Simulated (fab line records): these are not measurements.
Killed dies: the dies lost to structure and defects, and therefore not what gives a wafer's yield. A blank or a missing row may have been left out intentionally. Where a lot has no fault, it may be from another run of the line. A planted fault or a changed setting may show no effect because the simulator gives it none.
Matching of chambers || flow n5_finfet || N5_BEOL_M3_PRE_CLEAN_60 on cvd_co-02 has 3 sister chambers
The step time 15 s. 3 wafers are shown with their chamber, then 8 later ones without.

== EACH WAFER AND ITS CHAMBER ==
{"wafer": "L087.1", "chamber": 1, "heater_power_w (W)": 68}
{"wafer": "L087.3", "chamber": 0, "heater_power_w (W)": 115}
{"wafer": "L089.1", "chamber": 2, "heater_power_w (W)": 67}

== WAFERS WITH NO CHAMBER GIVEN ==
{"wafer": "L089.3", "heater_power_w (W)": 68}
{"wafer": "L089.6", "heater_power_w (W)": 66}
{"wafer": "L097.2", "heater_power_w (W)": 117}
{"wafer": "L097.3", "heater_power_w (W)": 69}
{"wafer": "L097.6", "heater_power_w (W)": 67}
{"wafer": "L096.3", "heater_power_w (W)": 70}
{"wafer": "L096.4", "heater_power_w (W)": 66}
{"wafer": "L096.6", "heater_power_w (W)": 113}

== THE CHAMBER EACH PASSED THROUGH ==
{"wafer": "L089.3", "from the rows above": "can't be placed: 1 or 2", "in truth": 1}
{"wafer": "L089.6", "from the rows above": "can't be placed: 2 or 1", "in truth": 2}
{"wafer": "L097.2", "from the rows above": 0, "in truth": 0}
{"wafer": "L097.3", "from the rows above": "can't be placed: 1 or 2", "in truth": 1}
{"wafer": "L097.6", "from the rows above": "can't be placed: 2 or 1", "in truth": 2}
{"wafer": "L096.3", "from the rows above": "can't be placed: 1 or 2", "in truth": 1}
{"wafer": "L096.4", "from the rows above": "can't be placed: 2 or 1", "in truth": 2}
{"wafer": "L096.6", "from the rows above": 0, "in truth": 0}
Correctly placed: 2 of 8. Cannot be placed on the basis of these rows: 6; the candidates contain the true chamber in 6. Wrongly placed: 0.
How it was worked out, from the rows above alone: a wafer's distance from a chamber is the root of the sum, over the readings, of the square of ((its reading less the chamber's mean) divided by the reading's scatter). If the next closest chamber is less than 2 further off than the closest, the wafer can't be placed; otherwise it belongs to the closest. Each chamber's mean is taken over the wafers shown for it. The scatter: with one shown wafer a chamber, the root of the mean of the squares of how far each hidden wafer lies from its nearest shown one.
